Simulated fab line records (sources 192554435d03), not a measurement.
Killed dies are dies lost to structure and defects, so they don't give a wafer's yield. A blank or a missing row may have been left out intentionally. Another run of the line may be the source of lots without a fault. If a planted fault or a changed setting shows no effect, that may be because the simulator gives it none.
Lot-split experiment :: flow n5 finfet :: 7 lots, 21 wafers read, on a route of 1938 steps

== ABOUT THE SPLIT ==
At N5_BEOL_M10_ILD_DEP_00 (deposits SiCOH lowk from DEMS/porogen, target thk 308.51 nm, time 58 s), the setting time s was moved away from the recipe's 58 s on 7 of the 21 wafers read, by -12.1% to +13.8%. All remaining wafers had this setting at the recipe value.

== THE PATH FROM SPLIT TO READING: the file shows 1 step between them ==
- N5_BEOL_M10_CURE_71: cures SiCOH lowk, time 240 s

== THE READING ==
M10_ILD_THK in nanometres, read at N5_BEOL_M10_THK_MEAS_01. On this fab line, fault-free wafers typically give 269 nm with a standard deviation of 3.7 nm.

wafer: L084.3
tool, chamber at the split: pecvd-02, 1
time s as run, s: 63.77
against the recipe: +9.9%
M10_ILD_THK, nm: 292
against lot-mates on the recipe: +18

wafer: L084.4
tool, chamber at the split: pecvd-02, 2
time s as run, s: 58
against the recipe: recipe
M10_ILD_THK, nm: 274
against lot-mates on the recipe: -

wafer: L084.5
tool, chamber at the split: pecvd-02, 1
time s as run, s: 63.77
against the recipe: +9.9%
M10_ILD_THK, nm: 295
against lot-mates on the recipe: +21

wafer: L086.3
tool, chamber at the split: pecvd-03, 1
time s as run, s: 58
against the recipe: recipe
M10_ILD_THK, nm: 268
against lot-mates on the recipe: -

wafer: L086.5
tool, chamber at the split: pecvd-03, 0
time s as run, s: 51.91
against the recipe: -10.5%
M10_ILD_THK, nm: 243
against lot-mates on the recipe: -25

wafer: L086.6
tool, chamber at the split: pecvd-03, 1
time s as run, s: 51.91
against the recipe: -10.5%
M10_ILD_THK, nm: 242
against lot-mates on the recipe: -26

wafer: L090.3
tool, chamber at the split: pecvd-03, 0
time s as run, s: 58
against the recipe: recipe
M10_ILD_THK, nm: 271
against lot-mates on the recipe: -

wafer: L090.4
tool, chamber at the split: pecvd-03, 2
time s as run, s: 58
against the recipe: recipe
M10_ILD_THK, nm: 268
against lot-mates on the recipe: -

wafer: L090.6
tool, chamber at the split: pecvd-03, 0
time s as run, s: 51.01
against the recipe: -12.1%
M10_ILD_THK, nm: 240
against lot-mates on the recipe: -30

wafer: L089.1
tool, chamber at the split: pecvd-01, 2
time s as run, s: 58
against the recipe: recipe
M10_ILD_THK, nm: 270
against lot-mates on the recipe: -

wafer: L089.2
tool, chamber at the split: pecvd-01, 1
time s as run, s: 58
against the recipe: recipe
M10_ILD_THK, nm: 270
against lot-mates on the recipe: -

wafer: L089.6
tool, chamber at the split: pecvd-01, 2
time s as run, s: 58
against the recipe: recipe
M10_ILD_THK, nm: 271
against lot-mates on the recipe: -

wafer: L091.3
tool, chamber at the split: pecvd-03, 1
time s as run, s: 58
against the recipe: recipe
M10_ILD_THK, nm: 264
against lot-mates on the recipe: -

wafer: L091.4
tool, chamber at the split: pecvd-03, 1
time s as run, s: 65.99
against the recipe: +13.8%
M10_ILD_THK, nm: 309
against lot-mates on the recipe: +42

wafer: L091.6
tool, chamber at the split: pecvd-03, 2
time s as run, s: 58
against the recipe: recipe
M10_ILD_THK, nm: 269
against lot-mates on the recipe: -

wafer: L094.1
tool, chamber at the split: pecvd-02, 1
time s as run, s: 58
against the recipe: recipe
M10_ILD_THK, nm: 260
against lot-mates on the recipe: -

wafer: L094.2
tool, chamber at the split: pecvd-02, 2
time s as run, s: 58
against the recipe: recipe
M10_ILD_THK, nm: 265
against lot-mates on the recipe: -

wafer: L094.5
tool, chamber at the split: pecvd-02, 1
time s as run, s: 58
against the recipe: recipe
M10_ILD_THK, nm: 265
against lot-mates on the recipe: -

wafer: L097.1
tool, chamber at the split: pecvd-03, 2
time s as run, s: 51.27
against the recipe: -11.6%
M10_ILD_THK, nm: 232
against lot-mates on the recipe: -34

wafer: L097.2
tool, chamber at the split: pecvd-03, 0
time s as run, s: 58
against the recipe: recipe
M10_ILD_THK, nm: 265
against lot-mates on the recipe: -

wafer: L097.6
tool, chamber at the split: pecvd-03, 2
time s as run, s: 58
against the recipe: recipe
M10_ILD_THK, nm: 268
against lot-mates on the recipe: -

FIT RESULTS
A straight line over all 21 wafers: M10_ILD_THK changes by +2.66 nm for each +1% of time s; r = +0.98; the points scatter about the line by 3.6 nm.
The same after taking each lot's own level away (the mean of its wafers on the recipe; 21 wafers): +2.55 nm for each +1%; r = +0.98; scatter 3.2 nm.
Per that fit: largest time s move, reading shift of 35 nm.
Across the lots, their own levels run from 263.3 to 274.0 nm, a range of 2.9 times the standard deviation given above.
The two slopes are in agreement: the lot-to-lot level therefore moves the slope only a little.
Check: with one of the wafers moved furthest among these (+13.8%) left out of the fit, the line predicts +31.8 nm for it against its lot-mates. Against them it came out at +42.5 nm.

== OTHER SPLITS APPLIED TO THESE WAFERS ==
These wafers also went through other splits before the reading. Each is held against what the fit with the lots' levels taken away leaves over:
other split on the same wafers: N5_BEOL_M6_COAT_22 spin rpm
wafers away from the commonest value: 7
r with M10_ILD_THK (lot level and that fit taken away): -0.10

other split on the same wafers: N5_BEOL_M8_COAT_22 spin rpm
wafers away from the commonest value: 7
r with M10_ILD_THK (lot level and that fit taken away): -0.46

other split on the same wafers: N5_BEOL_M8_EXPOSE_25 dose mj
wafers away from the commonest value: 9
r with M10_ILD_THK (lot level and that fit taken away): -0.47

other split on the same wafers: N5_BEOL_M9_HM_DEP_02 target thk a
wafers away from the commonest value: 8
r with M10_ILD_THK (lot level and that fit taken away): +0.17

other split on the same wafers: N5_BEOL_M9_COAT_59 temp c
wafers away from the commonest value: 9
r with M10_ILD_THK (lot level and that fit taken away): -0.13

== THE WHOLE CHAIN: every reading that the file lists as answering this split, in the file's order ==
step: N5_BEOL_M10_ILD_DEP_00
what it does: deposits SiCOH lowk from DEMS/porogen, target thk 308.51 nm, time 58 s
reading: SiCOH_lowk_of_BEOL_M10_ILD_DEP_00.thk nm (the simulator's own value, which no gauge read)
change (the file's fit): +3.01 nm for each +1% of the setting
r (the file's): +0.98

step: N5_BEOL_M10_CURE_71
what it does: cures SiCOH lowk, time 240 s
reading: SiCOH_lowk_of_BEOL_M10_ILD_DEP_00.thk nm (the simulator's own value, which no gauge read)
change (the file's fit): +2.65 nm for each +1% of the setting
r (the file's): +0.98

step: N5_BEOL_M10_THK_MEAS_01
what it does: 
reading: M10_ILD_THK
change (the file's fit): +2.66 for each +1% of the setting
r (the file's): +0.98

== FILE'S OWN FIT ==
M10_ILD_THK changes by +2.66 nm for each +1% of time s, r = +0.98.
